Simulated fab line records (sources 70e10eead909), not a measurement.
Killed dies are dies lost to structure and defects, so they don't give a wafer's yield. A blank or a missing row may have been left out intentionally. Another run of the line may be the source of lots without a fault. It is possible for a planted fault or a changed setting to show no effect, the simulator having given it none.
Which tool was responsible? + flow nand harc + Sampling: 6 lots, 18 wafers, 5 of 1159 route steps

## WHAT THE GAUGES READ, wafer by wafer
NHARC_END_SORT_01.
| lot  | measured     | on        | killed at array |
|------|--------------|-----------|-----------------|
| L830 | day 22 03:23 | prober-02 | 238 227 202     |

## WHICH TOOL RAN EACH LOT (tool, then ch and the chambers of the sampled wafers, then the start)
| lot  | NHARC_A_STAIRCASE_TRIM_26                     | NHARC_A_STAIRCASE_STRIP_175          | NHARC_A_STAIRCASE_ETCH_190         | NHARC_A_STAIRCASE_TRIM_202                    |
|------|-----------------------------------------------|--------------------------------------|------------------------------------|-----------------------------------------------|
| L821 | rie diel-13 ch 0,1, day 11 13:58 or earlier   | plasma asher-01 ch 0,1, day 11 13:58 | rie diel-06 ch 0,3, day 11 15:54   | rie diel-06 ch 0,3, no start                  |
| L822 | rie diel-06 ch 0,3, day 12 01:28 or earlier   | plasma asher-02 ch 0,1, day 12 01:28 | rie diel-06 ch 0,1, day 12 03:29   | rie diel-02 ch 0,1,2, no start                |
| L830 | rie diel-02 ch 0,1,3, day 14 03:20 or earlier | plasma asher-02 ch 0,1, day 14 03:20 | rie diel-06 ch 0,2, day 14 05:17   | rie diel-06 ch 0,1,2, day 22 03:23 or earlier |
| L832 | rie diel-13 ch 1,2,3, day 14 08:25 or earlier | plasma asher-01 ch 0,1, day 14 08:25 | rie diel-02 ch 0,2,3, day 14 10:23 | rie diel-13 ch 1,2, no start                  |
| L834 | rie diel-13 ch 0,1,2, day 15 04:32 or earlier | plasma asher-02 ch 0,1, day 15 04:32 | rie diel-13 ch 1,2, day 15 06:59   | rie diel-06 ch 1,2,3, no start                |
| L839 | rie diel-06 ch 1,2,3, day 16 03:37 or earlier | plasma asher-01 ch 0,1, day 16 03:37 | rie diel-13 ch 2,3, day 16 05:30   | rie diel-13 ch 0,1,3, no start                |
- NHARC_A_STAIRCASE_TRIM_26: chemistry O2, time 211.2 s.
- NHARC_A_STAIRCASE_STRIP_175: strips in O2.
- NHARC_A_STAIRCASE_ETCH_190: etches the open film in C4F8/O2, target depth 100 nm, time 40.5 s.
- NHARC_A_STAIRCASE_TRIM_202: chemistry O2, time 211.2 s.

## THE ANSWER, worked out from the rows above alone
Rule: the lots themselves supply what counts as usual. The widest of any qualifying gaps counts: lots, ordered by their means at a reading, are off when they make up no more than a third of the lots, leave a main group of 4 or more, and stand apart from it by 3 or more times the standard deviation of that group's means. A main group is skipped when, at the precision printed for the reading in the tables above, its means are all equal. A lot without any number at a reading at which 4 lots or more have one is off too. The other lots that the step has rows for count as sound.
Nothing can be told from this: no lot is off at any reading shown.

## WHAT WAS PUT IN BY THE SIMULATOR
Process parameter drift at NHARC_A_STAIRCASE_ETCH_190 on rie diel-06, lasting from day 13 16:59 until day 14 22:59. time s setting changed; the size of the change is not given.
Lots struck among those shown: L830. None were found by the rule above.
